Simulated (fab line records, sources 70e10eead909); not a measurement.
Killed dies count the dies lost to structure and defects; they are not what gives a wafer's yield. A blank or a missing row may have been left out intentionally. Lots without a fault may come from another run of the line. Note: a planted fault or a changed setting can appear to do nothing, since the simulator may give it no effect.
Commonality check across tools	flow nand_harc	42 wafers sampled across 14 lots

== WHAT PROMPTED THE OPENING ==
Flagged at NHARC_A_ONON_D1_THK_MEAS_05: reading thk_nm, on 2 of 14 lots. Wafers without a fault read 1001 nm, standard deviation 9.9.
Rule: a lot gets a flag if all its wafers with a number sit over 4 standard deviations from that mean, or if no wafer of it has a number. The rest of the lots are taken to be sound.

lot	measured	on	thk_nm (nm), wafer by wafer	flag
L175	day 7 20:16	film_metro-02	994 994 993	
L177	day 8 10:54	film_metro-02	994 992 992	
L181	day 10 07:35	film_metro-01	1014 1014 1013	
L184	day 11 13:22	film_metro-01	1096 1096 1095	FLAGGED
L185	day 11 22:35	film_metro-02	1093 1091 1091	FLAGGED
L188	day 13 03:51	film_metro-02	1000 1002 1001	
L190	day 13 20:34	film_metro-02	1024 1026 1025	
L192	day 14 17:11	film_metro-02	993 993 995	
L191	day 14 17:13	film_metro-01	981 984 984	
L193	day 15 04:59	film_metro-01	1012 1013 1011	
L194	day 15 15:59	film_metro-01	1005 1005 1007	
L195	day 16 10:01	film_metro-01	999 1003 1003	
L197	day 16 22:10	film_metro-01	1002 1003 1004	
L196	day 16 22:11	film_metro-01	1005 1005 1003	
The numbers of the flagged lots are 1094 nm on average: +93 nm against the usual, or +9 standard deviations.

== EACH LOT AND THE TOOL IT RAN ON ==
The record holds 1 process step before the reading, out of a route of 1302 steps. Every cell lists first the tool, next ch and the chambers used by the sampled wafers, and last the start.
lot	flag	NHARC_A_ONON_D1_DEP_03
L175		pecvd_onon-04 ch 0, day 7 19:44
L177		pecvd_onon-04 ch 0, day 8 10:23
L181		pecvd_onon-02 ch 0, day 10 07:08
L184	FLAGGED	pecvd_onon-04 ch 0, day 11 12:52
L185	FLAGGED	pecvd_onon-04 ch 0, day 11 22:08
L188		pecvd_onon-03 ch 0, day 13 03:24
L190		pecvd_onon-03 ch 0, day 13 20:10
L192		pecvd_onon-02 ch 0, day 14 16:40
L191		pecvd_onon-03 ch 0, day 14 16:44
L193		pecvd_onon-02 ch 0, day 15 04:35
L194		pecvd_onon-04 ch 0, day 15 15:31
L195		pecvd_onon-04 ch 0, day 16 09:41
L197		pecvd_onon-04 ch 0, day 16 21:40
L196		pecvd_onon-02 ch 0, day 16 21:44
These steps, and what they do:
- NHARC_A_ONON_D1_DEP_03: target thk 1000 nm.
- NHARC_A_ONON_D1_THK_MEAS_05: measures by ellipsometry.

== FLAGGED AGAINST TOTAL, ONE TOOL AT A TIME (gauges that did the reading follow at the end) ==
step	tool	lots run	flagged	share of the flagged lots	sound lots run after its first flagged lot
NHARC_A_ONON_D1_DEP_03	pecvd_onon-02	4	0	none	-
NHARC_A_ONON_D1_DEP_03	pecvd_onon-03	3	0	none	-
NHARC_A_ONON_D1_DEP_03	pecvd_onon-04	7	2	all	3 (L194,L195,L197)
NHARC_A_ONON_D1_THK_MEAS_05	film_metro-01	8	1	some	6 (L191,L193,L194,L195,L197,L196)
NHARC_A_ONON_D1_THK_MEAS_05	film_metro-02	6	1	some	3 (L188,L190,L192)

== WHAT IS ALLOWED BY THE TABLE ==
1 row of the table ran every flagged lot: pecvd_onon-04 at NHARC_A_ONON_D1_DEP_03.
- pecvd_onon-04 at NHARC_A_ONON_D1_DEP_03: 2 of its 7 lots flagged. Sound lots ran on it after the first flagged one (L194, L195, L197), which a lasting fault on the whole tool wouldn't allow.
None of the table's rows ran every flagged lot and, after the first, no sound lot.

== WHAT THE SIMULATOR HAD INSERTED ==
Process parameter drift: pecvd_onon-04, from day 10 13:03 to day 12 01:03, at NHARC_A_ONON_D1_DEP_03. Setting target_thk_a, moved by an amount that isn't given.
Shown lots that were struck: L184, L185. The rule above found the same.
